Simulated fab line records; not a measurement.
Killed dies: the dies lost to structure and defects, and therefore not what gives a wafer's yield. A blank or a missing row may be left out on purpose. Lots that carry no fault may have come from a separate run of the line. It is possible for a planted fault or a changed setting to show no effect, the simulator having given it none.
fab line records :: flow n5_finfet
record
  lots=7
  wafers=39
route steps=1938 shown WELL_APT@33 GATE_CUT@469 MOL_CONTACT_COAG@535
start_h: start of the lot's first displayed wafer, in hours after the record's first day :: wait_h: hours elapsed since this lot's preceding step :: " same as the row above :: L1.1+2: one row covering several wafers at once :: - either no value or no given start :: * or withheld: withheld :: < > ~ a bound
route shown NAME@n: NAME is a module with steps in the file, n the number in the route of the first one :: usual: mean/standard deviation of fault-free wafers :: same: alike in all rows :: chamber/n: place in a boat :: sites: per-site readings :: _std_site: the values' standard deviation :: _edge_site: outer sites' mean less inner sites' :: radius_mm: for every site, how far away it sits from the centre of the wafer :: mask NAME#n: copy n :: behind: the tool/chamber that last shaped the wafer :: hold: reason for holding the lot/hours on hold/outcome of the hold :: device: which transistor (n, p or np) failed to switch :: end of line: the tests these same wafers got at the end of their route :: step lacking rows: just its recipe :: killed: dies lost to structure and defects at the first sort, not the wafer's yield :: map: per-die view of a wafer (x killed, . not killed, _ where there is no die)
set.NAME: the setting that was run; set.NAME@STEP: the one run at that earlier step :: model.NAME: the simulator's own value behind a step, which no gauge read
one table per step and one row per wafer, for lots whose settings were changed on purpose
## steps
# step N5_WELL_APT_IMPLANT_15
# recipe
  species=As
  energy_kev=25
  dose_cm2=1.5e+13
  tilt_deg=0
  rotation_deg=0
lot.wafer: L076.1+3+5
tool: implanter-01
chamber: 0
start_h: 25.92
wait_h: 0.1
set.energy_kev: 25
model.implant.rp_nm: 18.32
model.implant.drp_nm: 8.457

lot.wafer: L085.1+5+6
tool: implanter-01
chamber: 0
start_h: 80.11
wait_h: 0.1
set.energy_kev: 27.51
model.implant.rp_nm: 20.04
model.implant.drp_nm: 9.055

lot.wafer: L085.2+3+4
tool: implanter-01
chamber: 0
start_h: 80.11
wait_h: 0.1
set.energy_kev: 25
model.implant.rp_nm: 18.66
model.implant.drp_nm: 8.457

lot.wafer: L087.1+3+6
tool: implanter-01
chamber: 0
start_h: 92.36
wait_h: 0.1
set.energy_kev: 25
model.implant.rp_nm: 18.1
model.implant.drp_nm: 8.457

lot.wafer: L087.2+4+5
tool: implanter-01
chamber: 0
start_h: 92.36
wait_h: 0.1
set.energy_kev: 27.78
model.implant.rp_nm: 19.59
model.implant.drp_nm: 9.119

lot.wafer: L090.1+4+5
tool: implanter-01
chamber: 0
start_h: 110.05
wait_h: 0.1
set.energy_kev: 25
model.implant.rp_nm: 18.15
model.implant.drp_nm: 8.457

lot.wafer: L090.2+3+6
tool: implanter-01
chamber: 0
start_h: 110.05
wait_h: 0.1
set.energy_kev: 23.97
model.implant.rp_nm: 17.59
model.implant.drp_nm: 8.209

lot.wafer: L092.1+4+5
tool: implanter-01
chamber: 0
start_h: 122.20
wait_h: 0.1
set.energy_kev: 23.04
model.implant.rp_nm: 17.85
model.implant.drp_nm: 7.984

lot.wafer: L092.2+3+6
tool: implanter-01
chamber: 0
start_h: 122.20
wait_h: 0.1
set.energy_kev: 25
model.implant.rp_nm: 18.96
model.implant.drp_nm: 8.457

lot.wafer: L094.1+3+4
tool: implanter-01
chamber: 0
start_h: 134.82
wait_h: 0.1
set.energy_kev: 21.56
model.implant.rp_nm: 16.86
model.implant.drp_nm: 7.621

lot.wafer: L094.2+5+6
tool: implanter-01
chamber: 0
start_h: 134.82
wait_h: 0.1
set.energy_kev: 25
model.implant.rp_nm: 18.81
model.implant.drp_nm: 8.457

lot.wafer: L095.1+2+4
tool: implanter-01
chamber: 0
start_h: 140.30
wait_h: 0.1
set.energy_kev: 25
model.implant.rp_nm: 18.54
model.implant.drp_nm: 8.457

lot.wafer: L095.3+5+6
tool: implanter-01
chamber: 0
start_h: 140.30
wait_h: 0.1
set.energy_kev: 26.54
model.implant.rp_nm: 19.39
model.implant.drp_nm: 8.825
# step N5_GATE_CUT_ETCH_58
# recipe
  chemistry=CH3F/O2
  target=SiNx
  target_depth_a=170
  time_s=128.6
  ion_energy_ev=50
  pressure_mtorr=30
  source_w=415
  bias_w=21
  Ar_flow_sccm=150
  CH3F_flow_sccm=30
  O2_flow_sccm=20
lot.wafer: L076.1
tool: rie_diel-02
chamber: 3
start_h: 92.80
wait_h: 0.0
set.time_s: 128.6
model.etch.depth_nm: 17.69

lot.wafer: L076.3
tool: rie_diel-02
chamber: 0
start_h: 92.80
wait_h: 0.0
set.time_s: 128.6
model.etch.depth_nm: 17.29

lot.wafer: L076.5
tool: rie_diel-02
chamber: 2
start_h: 92.80
wait_h: 0.0
set.time_s: 128.6
model.etch.depth_nm: 16.53

lot.wafer: L085.1
tool: rie_diel-02
chamber: 3
start_h: 154.16
wait_h: 0.0
set.time_s: 128.6
model.etch.depth_nm: 17.52

lot.wafer: L085.2
tool: rie_diel-02
chamber: 0
start_h: 154.16
wait_h: 0.0
set.time_s: 128.6
model.etch.depth_nm: 16.84

lot.wafer: L085.3
tool: rie_diel-02
chamber: 2
start_h: 154.16
wait_h: 0.0
set.time_s: 117.6
model.etch.depth_nm: 14.93

lot.wafer: L085.4
tool: rie_diel-02
chamber: 1
start_h: 154.16
wait_h: 0.0
set.time_s: 117.6
model.etch.depth_nm: 15.6

lot.wafer: L085.5
tool: rie_diel-02
chamber: 2
start_h: 154.16
wait_h: 0.0
set.time_s: 128.6
model.etch.depth_nm: 16.41

lot.wafer: L085.6
tool: rie_diel-02
chamber: 3
start_h: 154.16
wait_h: 0.0
set.time_s: 117.6
model.etch.depth_nm: 15.93

lot.wafer: L087.1
tool: rie_diel-04
chamber: 2
start_h: 165.88
wait_h: 0.1
set.time_s: 159.2
model.etch.depth_nm: 20.44

lot.wafer: L087.2
tool: rie_diel-04
chamber: 0
start_h: 165.88
wait_h: 0.1
set.time_s: 159.2
model.etch.depth_nm: 20.57

lot.wafer: L087.3
tool: rie_diel-04
chamber: 1
start_h: 165.88
wait_h: 0.1
set.time_s: 128.6
model.etch.depth_nm: 17.32

lot.wafer: L087.4
tool: rie_diel-04
chamber: 3
start_h: 165.88
wait_h: 0.1
set.time_s: 128.6
model.etch.depth_nm: 16.88

lot.wafer: L087.5
tool: rie_diel-04
chamber: 0
start_h: 165.88
wait_h: 0.1
set.time_s: 128.6
model.etch.depth_nm: 16.74

lot.wafer: L087.6
tool: rie_diel-04
chamber: 1
start_h: 165.88
wait_h: 0.1
set.time_s: 159.2
model.etch.depth_nm: 21.23

lot.wafer: L090.1
tool: rie_diel-04
chamber: 0
start_h: 178.77
wait_h: 0.0
set.time_s: 128.6
model.etch.depth_nm: 16.49

lot.wafer: L090.2
tool: rie_diel-04
chamber: 2
start_h: 178.77
wait_h: 0.0
set.time_s: 101.9
model.etch.depth_nm: 12.94

lot.wafer: L090.3
tool: rie_diel-04
chamber: 3
start_h: 178.77
wait_h: 0.0
set.time_s: 128.6
model.etch.depth_nm: 16.59

lot.wafer: L090.4
tool: rie_diel-04
chamber: 1
start_h: 178.77
wait_h: 0.0
set.time_s: 101.9
model.etch.depth_nm: 13.37

lot.wafer: L090.5
tool: rie_diel-04
chamber: 3
start_h: 178.77
wait_h: 0.0
set.time_s: 128.6
model.etch.depth_nm: 16.62

lot.wafer: L090.6
tool: rie_diel-04
chamber: 2
start_h: 178.77
wait_h: 0.0
set.time_s: 101.9
model.etch.depth_nm: 12.89

lot.wafer: L092.1
tool: rie_diel-04
chamber: 1
start_h: 189.25
wait_h: 0.1
set.time_s: 117.2
model.etch.depth_nm: 15.54

lot.wafer: L092.2
tool: rie_diel-04
chamber: 2
start_h: 189.25
wait_h: 0.1
set.time_s: 128.6
model.etch.depth_nm: 16.49

lot.wafer: L092.3
tool: rie_diel-04
chamber: 3
start_h: 189.25
wait_h: 0.1
set.time_s: 117.2
model.etch.depth_nm: 15.21

lot.wafer: L092.4
tool: rie_diel-04
chamber: 1
start_h: 189.25
wait_h: 0.1
set.time_s: 117.2
model.etch.depth_nm: 15.48

lot.wafer: L092.5
tool: rie_diel-04
chamber: 2
start_h: 189.25
wait_h: 0.1
set.time_s: 128.6
model.etch.depth_nm: 16.47

lot.wafer: L092.6
tool: rie_diel-04
chamber: 3
start_h: 189.25
wait_h: 0.1
set.time_s: 128.6
model.etch.depth_nm: 16.68

lot.wafer: L094.1
tool: rie_diel-02
chamber: 3
start_h: 205.30
wait_h: 0.0
set.time_s: 147.4
model.etch.depth_nm: 19.98

lot.wafer: L094.2
tool: rie_diel-02
chamber: 2
start_h: 205.30
wait_h: 0.0
set.time_s: 147.4
model.etch.depth_nm: 18.83

lot.wafer: L094.3
tool: rie_diel-02
chamber: 1
start_h: 205.30
wait_h: 0.0
set.time_s: 147.4
model.etch.depth_nm: 19.88

lot.wafer: L094.4
tool: rie_diel-02
chamber: 0
start_h: 205.30
wait_h: 0.0
set.time_s: 128.6
model.etch.depth_nm: 17.15

lot.wafer: L094.5
tool: rie_diel-02
chamber: 0
start_h: 205.30
wait_h: 0.0
set.time_s: 128.6
model.etch.depth_nm: 16.96

lot.wafer: L094.6
tool: rie_diel-02
chamber: 1
start_h: 205.30
wait_h: 0.0
set.time_s: 128.6
model.etch.depth_nm: 17.2

lot.wafer: L095.1
tool: rie_diel-06
chamber: 0
start_h: 206.47
wait_h: 0.0
set.time_s: 128.6
model.etch.depth_nm: 16.93

lot.wafer: L095.2
tool: rie_diel-06
chamber: 3
start_h: 206.47
wait_h: 0.0
set.time_s: 128.6
model.etch.depth_nm: 16.94

lot.wafer: L095.3
tool: rie_diel-06
chamber: 2
start_h: 206.47
wait_h: 0.0
set.time_s: 128.6
model.etch.depth_nm: 16.56

lot.wafer: L095.4
tool: rie_diel-06
chamber: 3
start_h: 206.47
wait_h: 0.0
set.time_s: 155.5
model.etch.depth_nm: 20.62

lot.wafer: L095.5
tool: rie_diel-06
chamber: 0
start_h: 206.47
wait_h: 0.0
set.time_s: 155.5
model.etch.depth_nm: 20.47

lot.wafer: L095.6
tool: rie_diel-06
chamber: 2
start_h: 206.47
wait_h: 0.0
set.time_s: 155.5
model.etch.depth_nm: 20.03
# step N5_GATE_CUT_ETCH_37
# recipe
  chemistry=N2/H2
  target=SOC
  target_depth_a=600
  overetch_a=120
  mask_material=SiARC
  temp_c=40
  time_s=90
  ion_energy_ev=200
  pressure_mtorr=30
  source_w=840
  bias_w=150
  n2_flow_sccm=200
  h2_flow_sccm=200
# usual
  rf_vpp_V=523.8/2.1
lot.wafer: L076.1
tool: rie_diel-02
chamber: 0
start_h: 101.02
wait_h: 0.0
set.bias_w: 150
rf_vpp_V: 523.7

lot.wafer: L076.3
tool: rie_diel-02
chamber: 2
start_h: 101.02
wait_h: 0.0
set.bias_w: 150
rf_vpp_V: 522.8

lot.wafer: L076.5
tool: rie_diel-02
chamber: 3
start_h: 101.02
wait_h: 0.0
set.bias_w: 150
rf_vpp_V: 519.0

lot.wafer: L085.1
tool: rie_diel-06
chamber: 2
start_h: 157.62
wait_h: 0.0
set.bias_w: 150
rf_vpp_V: 524.6

lot.wafer: L085.2
tool: rie_diel-06
chamber: 0
start_h: 157.62
wait_h: 0.0
set.bias_w: 150
rf_vpp_V: 522.0

lot.wafer: L085.3
tool: rie_diel-06
chamber: 3
start_h: 157.62
wait_h: 0.0
set.bias_w: 150
rf_vpp_V: 520.2

lot.wafer: L085.4
tool: rie_diel-06
chamber: 2
start_h: 157.62
wait_h: 0.0
set.bias_w: 150
rf_vpp_V: 527.4

lot.wafer: L085.5
tool: rie_diel-06
chamber: 0
start_h: 157.62
wait_h: 0.0
set.bias_w: 150
rf_vpp_V: 522.6

lot.wafer: L085.6
tool: rie_diel-06
chamber: 3
start_h: 157.62
wait_h: 0.0
set.bias_w: 150
rf_vpp_V: 521.6

lot.wafer: L087.1
tool: rie_diel-02
chamber: 0
start_h: 169.56
wait_h: 0.0
set.bias_w: 122.5
rf_vpp_V: 460.0

lot.wafer: L087.2
tool: rie_diel-02
chamber: 1
start_h: 169.56
wait_h: 0.0
set.bias_w: 150
rf_vpp_V: 521.2

lot.wafer: L087.3
tool: rie_diel-02
chamber: 3
start_h: 169.56
wait_h: 0.0
set.bias_w: 122.5
rf_vpp_V: 458.7

lot.wafer: L087.4
tool: rie_diel-02
chamber: 2
start_h: 169.56
wait_h: 0.0
set.bias_w: 150
rf_vpp_V: 523.7

lot.wafer: L087.5
tool: rie_diel-02
chamber: 3
start_h: 169.56
wait_h: 0.0
set.bias_w: 122.5
rf_vpp_V: 457.7

lot.wafer: L087.6
tool: rie_diel-02
chamber: 2
start_h: 169.56
wait_h: 0.0
set.bias_w: 150
rf_vpp_V: 523.7

lot.wafer: L090.1
tool: rie_diel-04
chamber: 3
start_h: 183.84
wait_h: 0.0
set.bias_w: 150
rf_vpp_V: 525.7

lot.wafer: L090.2
tool: rie_diel-04
chamber: 0
start_h: 183.84
wait_h: 0.0
set.bias_w: 157.2
rf_vpp_V: 539.8

lot.wafer: L090.3
tool: rie_diel-04
chamber: 2
start_h: 183.84
wait_h: 0.0
set.bias_w: 150
rf_vpp_V: 525.6

lot.wafer: L090.4
tool: rie_diel-04
chamber: 1
start_h: 183.84
wait_h: 0.0
set.bias_w: 150
rf_vpp_V: 524.3

lot.wafer: L090.5
tool: rie_diel-04
chamber: 1
start_h: 183.84
wait_h: 0.0
set.bias_w: 157.2
rf_vpp_V: 540.5

lot.wafer: L090.6
tool: rie_diel-04
chamber: 2
start_h: 183.84
wait_h: 0.0
set.bias_w: 157.2
rf_vpp_V: 542.4

lot.wafer: L092.1
tool: rie_diel-06
chamber: 2
start_h: 194.32
wait_h: 0.0
set.bias_w: 150
rf_vpp_V: 525.2

lot.wafer: L092.2
tool: rie_diel-06
chamber: 3
start_h: 194.32
wait_h: 0.0
set.bias_w: 150
rf_vpp_V: 520.6

lot.wafer: L092.3
tool: rie_diel-06
chamber: 0
start_h: 194.32
wait_h: 0.0
set.bias_w: 150
rf_vpp_V: 524.0

lot.wafer: L092.4
tool: rie_diel-06
chamber: 2
start_h: 194.32
wait_h: 0.0
set.bias_w: 150
rf_vpp_V: 525.7

lot.wafer: L092.5
tool: rie_diel-06
chamber: 3
start_h: 194.32
wait_h: 0.0
set.bias_w: 150
rf_vpp_V: 520.0

lot.wafer: L092.6
tool: rie_diel-06
chamber: 0
start_h: 194.32
wait_h: 0.0
set.bias_w: 150
rf_vpp_V: 521.4

lot.wafer: L094.1
tool: rie_diel-04
chamber: 0
start_h: 209.09
wait_h: 0.0
set.bias_w: 150
rf_vpp_V: 523.2

lot.wafer: L094.2
tool: rie_diel-04
chamber: 2
start_h: 209.09
wait_h: 0.0
set.bias_w: 173
rf_vpp_V: 574.9

lot.wafer: L094.3
tool: rie_diel-04
chamber: 1
start_h: 209.09
wait_h: 0.0
set.bias_w: 150
rf_vpp_V: 525.2

lot.wafer: L094.4
tool: rie_diel-04
chamber: 3
start_h: 209.09
wait_h: 0.0
set.bias_w: 173
rf_vpp_V: 574.4

lot.wafer: L094.5
tool: rie_diel-04
chamber: 2
start_h: 209.09
wait_h: 0.0
set.bias_w: 173
rf_vpp_V: 575.2

lot.wafer: L094.6
tool: rie_diel-04
chamber: 1
start_h: 209.09
wait_h: 0.0
set.bias_w: 150
rf_vpp_V: 524.4

lot.wafer: L095.1
tool: rie_diel-04
chamber: 3
start_h: 210.98
wait_h: 0.0
set.bias_w: 150
rf_vpp_V: 526.4

lot.wafer: L095.2
tool: rie_diel-04
chamber: 1
start_h: 210.98
wait_h: 0.0
set.bias_w: 159.1
rf_vpp_V: 544.4

lot.wafer: L095.3
tool: rie_diel-04
chamber: 0
start_h: 210.98
wait_h: 0.0
set.bias_w: 150
rf_vpp_V: 523.2

lot.wafer: L095.4
tool: rie_diel-04
chamber: 2
start_h: 210.98
wait_h: 0.0
set.bias_w: 150
rf_vpp_V: 525.8

lot.wafer: L095.5
tool: rie_diel-04
chamber: 3
start_h: 210.98
wait_h: 0.0
set.bias_w: 159.1
rf_vpp_V: 546.7

lot.wafer: L095.6
tool: rie_diel-04
chamber: 2
start_h: 210.98
wait_h: 0.0
set.bias_w: 159.1
rf_vpp_V: 546.3
# step N5_MOL_CONTACT_COAG_CONTACT_ETCH_14
# recipe
  chemistry=C4F6/O2
  target=SiO2
  target_depth_a=275
  overetch_a=85
  mask_material=SOC
  pressure_mtorr=30
  source_w=370
  bias_w=185
  Ar_flow_sccm=300
  C4F6_flow_sccm=16
  O2_flow_sccm=10
  time_s=20
  ion_energy_ev=259.6
# usual
  rf_vpp_V=693/3.5
lot.wafer: L076.1
tool: rie_diel-03
chamber: 0
start_h: 107.53
wait_h: 0.0
set.source_w: 370
rf_vpp_V: 697

lot.wafer: L076.3
tool: rie_diel-03
chamber: 3
start_h: 107.53
wait_h: 0.0
set.source_w: 370
rf_vpp_V: 694

lot.wafer: L076.5
tool: rie_diel-03
chamber: 3
start_h: 107.53
wait_h: 0.0
set.source_w: 370
rf_vpp_V: 694

lot.wafer: L085.1
tool: rie_diel-03
chamber: 2
start_h: 161.80
wait_h: 0.0
set.source_w: 370
rf_vpp_V: 687

lot.wafer: L085.2
tool: rie_diel-03
chamber: 3
start_h: 161.80
wait_h: 0.0
set.source_w: 370
rf_vpp_V: 694

lot.wafer: L085.3
tool: rie_diel-03
chamber: 0
start_h: 161.80
wait_h: 0.0
set.source_w: 370
rf_vpp_V: 697

lot.wafer: L085.4
tool: rie_diel-03
chamber: 1
start_h: 161.80
wait_h: 0.0
set.source_w: 419.2
rf_vpp_V: 659

lot.wafer: L085.5
tool: rie_diel-03
chamber: 1
start_h: 161.80
wait_h: 0.0
set.source_w: 419.2
rf_vpp_V: 659

lot.wafer: L085.6
tool: rie_diel-03
chamber: 0
start_h: 161.80
wait_h: 0.0
set.source_w: 419.2
rf_vpp_V: 668

lot.wafer: L087.1
tool: rie_diel-05
chamber: 3
start_h: 173.85
wait_h: 0.0
set.source_w: 370
rf_vpp_V: 689

lot.wafer: L087.2
tool: rie_diel-05
chamber: 2
start_h: 173.85
wait_h: 0.0
set.source_w: 370
rf_vpp_V: 692

lot.wafer: L087.3
tool: rie_diel-05
chamber: 0
start_h: 173.85
wait_h: 0.0
set.source_w: 370
rf_vpp_V: 693

lot.wafer: L087.4
tool: rie_diel-05
chamber: 1
start_h: 173.85
wait_h: 0.0
set.source_w: 370
rf_vpp_V: 694

lot.wafer: L087.5
tool: rie_diel-05
chamber: 2
start_h: 173.85
wait_h: 0.0
set.source_w: 370
rf_vpp_V: 692

lot.wafer: L087.6
tool: rie_diel-05
chamber: 3
start_h: 173.85
wait_h: 0.0
set.source_w: 370
rf_vpp_V: 693

lot.wafer: L090.1
tool: rie_diel-01
chamber: 1
start_h: 190.11
wait_h: 0.0
set.source_w: 370
rf_vpp_V: 698

lot.wafer: L090.2
tool: rie_diel-01
chamber: 3
start_h: 190.11
wait_h: 0.0
set.source_w: 370
rf_vpp_V: 698

lot.wafer: L090.3
tool: rie_diel-01
chamber: 2
start_h: 190.11
wait_h: 0.0
set.source_w: 370
rf_vpp_V: 695

lot.wafer: L090.4
tool: rie_diel-01
chamber: 0
start_h: 190.11
wait_h: 0.0
set.source_w: 370
rf_vpp_V: 694

lot.wafer: L090.5
tool: rie_diel-01
chamber: 0
start_h: 190.11
wait_h: 0.0
set.source_w: 370
rf_vpp_V: 694

lot.wafer: L090.6
tool: rie_diel-01
chamber: 1
start_h: 190.11
wait_h: 0.0
set.source_w: 370
rf_vpp_V: 698

lot.wafer: L092.1
tool: rie_diel-03
chamber: 2
start_h: 198.33
wait_h: 0.0
set.source_w: 370
rf_vpp_V: 688

lot.wafer: L092.2
tool: rie_diel-03
chamber: 1
start_h: 198.33
wait_h: 0.0
set.source_w: 370
rf_vpp_V: 687

lot.wafer: L092.3
tool: rie_diel-03
chamber: 0
start_h: 198.33
wait_h: 0.0
set.source_w: 308.3
rf_vpp_V: 734

lot.wafer: L092.4
tool: rie_diel-03
chamber: 3
start_h: 198.33
wait_h: 0.0
set.source_w: 370
rf_vpp_V: 694

lot.wafer: L092.5
tool: rie_diel-03
chamber: 1
start_h: 198.33
wait_h: 0.0
set.source_w: 308.3
rf_vpp_V: 724

lot.wafer: L092.6
tool: rie_diel-03
chamber: 0
start_h: 198.33
wait_h: 0.0
set.source_w: 308.3
rf_vpp_V: 733

lot.wafer: L094.1
tool: rie_diel-01
chamber: 3
start_h: 213.81
wait_h: 0.0
set.source_w: 405
rf_vpp_V: 676

lot.wafer: L094.2
tool: rie_diel-01
chamber: 2
start_h: 213.81
wait_h: 0.0
set.source_w: 370
rf_vpp_V: 694

lot.wafer: L094.3
tool: rie_diel-01
chamber: 1
start_h: 213.81
wait_h: 0.0
set.source_w: 370
rf_vpp_V: 698

lot.wafer: L094.4
tool: rie_diel-01
chamber: 0
start_h: 213.81
wait_h: 0.0
set.source_w: 405
rf_vpp_V: 664

lot.wafer: L094.5
tool: rie_diel-01
chamber: 0
start_h: 213.81
wait_h: 0.0
set.source_w: 370
rf_vpp_V: 693

lot.wafer: L094.6
tool: rie_diel-01
chamber: 3
start_h: 213.81
wait_h: 0.0
set.source_w: 405
rf_vpp_V: 677

lot.wafer: L095.1
tool: rie_diel-05
chamber: 0
start_h: 214.96
wait_h: 0.0
set.source_w: 347
rf_vpp_V: 708

lot.wafer: L095.2
tool: rie_diel-05
chamber: 2
start_h: 214.96
wait_h: 0.0
set.source_w: 370
rf_vpp_V: 691

lot.wafer: L095.3
tool: rie_diel-05
chamber: 3
start_h: 214.96
wait_h: 0.0
set.source_w: 370
rf_vpp_V: 690

lot.wafer: L095.4
tool: rie_diel-05
chamber: 1
start_h: 214.96
wait_h: 0.0
set.source_w: 370
rf_vpp_V: 694

lot.wafer: L095.5
tool: rie_diel-05
chamber: 1
start_h: 214.96
wait_h: 0.0
set.source_w: 347
rf_vpp_V: 712

lot.wafer: L095.6
tool: rie_diel-05
chamber: 2
start_h: 214.96
wait_h: 0.0
set.source_w: 347
rf_vpp_V: 694
# step N5_MOL_CONTACT_COAG_ETCH_15
# recipe
  chemistry=CH3F/O2
  target=SiNx
  target_depth_a=70
  mask_material=SOC
  stop_on=Si:P
  over_etch_frac=0.75
  ion_energy_ev=120
  pressure_mtorr=30
  source_w=395
  bias_w=73
  Ar_flow_sccm=150
  CH3F_flow_sccm=30
  O2_flow_sccm=20
# usual
  rf_vpp_V=297/5.7
lot.wafer: L076.1
tool: rie_diel-03
chamber: 0
start_h: 107.56
wait_h: 0.0
set.source_w: 395
rf_vpp_V: 305

lot.wafer: L076.3
tool: rie_diel-03
chamber: 3
start_h: 107.56
wait_h: 0.0
set.source_w: 395
rf_vpp_V: 292

lot.wafer: L076.5
tool: rie_diel-03
chamber: 3
start_h: 107.56
wait_h: 0.0
set.source_w: 395
rf_vpp_V: 293

lot.wafer: L085.1
tool: rie_diel-03
chamber: 2
start_h: 161.84
wait_h: 0.0
set.source_w: 395
rf_vpp_V: 287

lot.wafer: L085.2
tool: rie_diel-03
chamber: 3
start_h: 161.84
wait_h: 0.0
set.source_w: 395
rf_vpp_V: 291

lot.wafer: L085.3
tool: rie_diel-03
chamber: 0
start_h: 161.84
wait_h: 0.0
set.source_w: 395
rf_vpp_V: 304

lot.wafer: L085.4
tool: rie_diel-03
chamber: 1
start_h: 161.84
wait_h: 0.0
set.source_w: 395
rf_vpp_V: 299

lot.wafer: L085.5
tool: rie_diel-03
chamber: 1
start_h: 161.84
wait_h: 0.0
set.source_w: 395
rf_vpp_V: 300

lot.wafer: L085.6
tool: rie_diel-03
chamber: 0
start_h: 161.84
wait_h: 0.0
set.source_w: 395
rf_vpp_V: 305

lot.wafer: L087.1
tool: rie_diel-05
chamber: 3
start_h: 173.88
wait_h: 0.0
set.source_w: 395
rf_vpp_V: 297

lot.wafer: L087.2
tool: rie_diel-05
chamber: 2
start_h: 173.88
wait_h: 0.0
set.source_w: 395
rf_vpp_V: 298

lot.wafer: L087.3
tool: rie_diel-05
chamber: 0
start_h: 173.88
wait_h: 0.0
set.source_w: 348.5
rf_vpp_V: 313

lot.wafer: L087.4
tool: rie_diel-05
chamber: 1
start_h: 173.88
wait_h: 0.0
set.source_w: 348.5
rf_vpp_V: 314

lot.wafer: L087.5
tool: rie_diel-05
chamber: 2
start_h: 173.88
wait_h: 0.0
set.source_w: 395
rf_vpp_V: 298

lot.wafer: L087.6
tool: rie_diel-05
chamber: 3
start_h: 173.88
wait_h: 0.0
set.source_w: 348.5
rf_vpp_V: 314

lot.wafer: L090.1
tool: rie_diel-01
chamber: 1
start_h: 190.15
wait_h: 0.0
set.source_w: 452.6
rf_vpp_V: 286

lot.wafer: L090.2
tool: rie_diel-01
chamber: 3
start_h: 190.15
wait_h: 0.0
set.source_w: 452.6
rf_vpp_V: 277

lot.wafer: L090.3
tool: rie_diel-01
chamber: 2
start_h: 190.15
wait_h: 0.0
set.source_w: 395
rf_vpp_V: 301

lot.wafer: L090.4
tool: rie_diel-01
chamber: 0
start_h: 190.15
wait_h: 0.0
set.source_w: 452.6
rf_vpp_V: 276

lot.wafer: L090.5
tool: rie_diel-01
chamber: 0
start_h: 190.15
wait_h: 0.0
set.source_w: 395
rf_vpp_V: 296

lot.wafer: L090.6
tool: rie_diel-01
chamber: 1
start_h: 190.15
wait_h: 0.0
set.source_w: 395
rf_vpp_V: 303

lot.wafer: L092.1
tool: rie_diel-03
chamber: 2
start_h: 198.37
wait_h: 0.0
set.source_w: 395
rf_vpp_V: 288

lot.wafer: L092.2
tool: rie_diel-03
chamber: 1
start_h: 198.37
wait_h: 0.0
set.source_w: 365.5
rf_vpp_V: 311

lot.wafer: L092.3
tool: rie_diel-03
chamber: 0
start_h: 198.37
wait_h: 0.0
set.source_w: 365.5
rf_vpp_V: 318

lot.wafer: L092.4
tool: rie_diel-03
chamber: 3
start_h: 198.37
wait_h: 0.0
set.source_w: 365.5
rf_vpp_V: 302

lot.wafer: L092.5
tool: rie_diel-03
chamber: 1
start_h: 198.37
wait_h: 0.0
set.source_w: 395
rf_vpp_V: 300

lot.wafer: L092.6
tool: rie_diel-03
chamber: 0
start_h: 198.37
wait_h: 0.0
set.source_w: 395
rf_vpp_V: 304

lot.wafer: L094.1
tool: rie_diel-01
chamber: 3
start_h: 213.84
wait_h: 0.0
set.source_w: 395
rf_vpp_V: 295

lot.wafer: L094.2
tool: rie_diel-01
chamber: 2
start_h: 213.84
wait_h: 0.0
set.source_w: 395
rf_vpp_V: 302

lot.wafer: L094.3
tool: rie_diel-01
chamber: 1
start_h: 213.84
wait_h: 0.0
set.source_w: 340.2
rf_vpp_V: 325

lot.wafer: L094.4
tool: rie_diel-01
chamber: 0
start_h: 213.84
wait_h: 0.0
set.source_w: 340.2
rf_vpp_V: 318

lot.wafer: L094.5
tool: rie_diel-01
chamber: 0
start_h: 213.84
wait_h: 0.0
set.source_w: 395
rf_vpp_V: 295

lot.wafer: L094.6
tool: rie_diel-01
chamber: 3
start_h: 213.84
wait_h: 0.0
set.source_w: 340.2
rf_vpp_V: 313

lot.wafer: L095.1
tool: rie_diel-05
chamber: 0
start_h: 215.00
wait_h: 0.0
set.source_w: 340.5
rf_vpp_V: 317

lot.wafer: L095.2
tool: rie_diel-05
chamber: 2
start_h: 215.00
wait_h: 0.0
set.source_w: 340.5
rf_vpp_V: 321

lot.wafer: L095.3
tool: rie_diel-05
chamber: 3
start_h: 215.00
wait_h: 0.0
set.source_w: 395
rf_vpp_V: 297

lot.wafer: L095.4
tool: rie_diel-05
chamber: 1
start_h: 215.00
wait_h: 0.0
set.source_w: 395
rf_vpp_V: 296

lot.wafer: L095.5
tool: rie_diel-05
chamber: 1
start_h: 215.00
wait_h: 0.0
set.source_w: 395
rf_vpp_V: 297

lot.wafer: L095.6
tool: rie_diel-05
chamber: 2
start_h: 215.00
wait_h: 0.0
set.source_w: 340.5
rf_vpp_V: 319
## key
split
  step=N5_WELL_APT_IMPLANT_15
  setting=energy_kev
  stated=25
  by=wafer
response
  step=N5_WELL_APT_IMPLANT_15
  reading=model.implant.rp_nm
  change=+0.139
  per=1%
  r=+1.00
response
  step=N5_WELL_APT_IMPLANT_15
  reading=model.implant.drp_nm
  change=+0.0601
  per=1%
  r=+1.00
split
  step=N5_GATE_CUT_ETCH_58
  setting=time_s
  stated=128.6
  by=wafer
response
  step=N5_GATE_CUT_ETCH_58
  reading=model.etch.depth_nm
  change=+0.164
  per=1%
  r=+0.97
split
  step=N5_GATE_CUT_ETCH_37
  setting=bias_w
  stated=150
  by=wafer
response
  step=N5_GATE_CUT_ETCH_37
  reading=rf_vpp_V
  change=+3.41
  per=1%
  r=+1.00
split
  step=N5_MOL_CONTACT_COAG_CONTACT_ETCH_14
  setting=source_w
  stated=370
  by=wafer
response
  step=N5_MOL_CONTACT_COAG_CONTACT_ETCH_14
  reading=rf_vpp_V
  change=-2.38
  per=1%
  r=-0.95
split
  step=N5_MOL_CONTACT_COAG_ETCH_15
  setting=source_w
  stated=395
  by=wafer
response
  step=N5_MOL_CONTACT_COAG_ETCH_15
  reading=rf_vpp_V
  change=-1.5
  per=1%
  r=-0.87
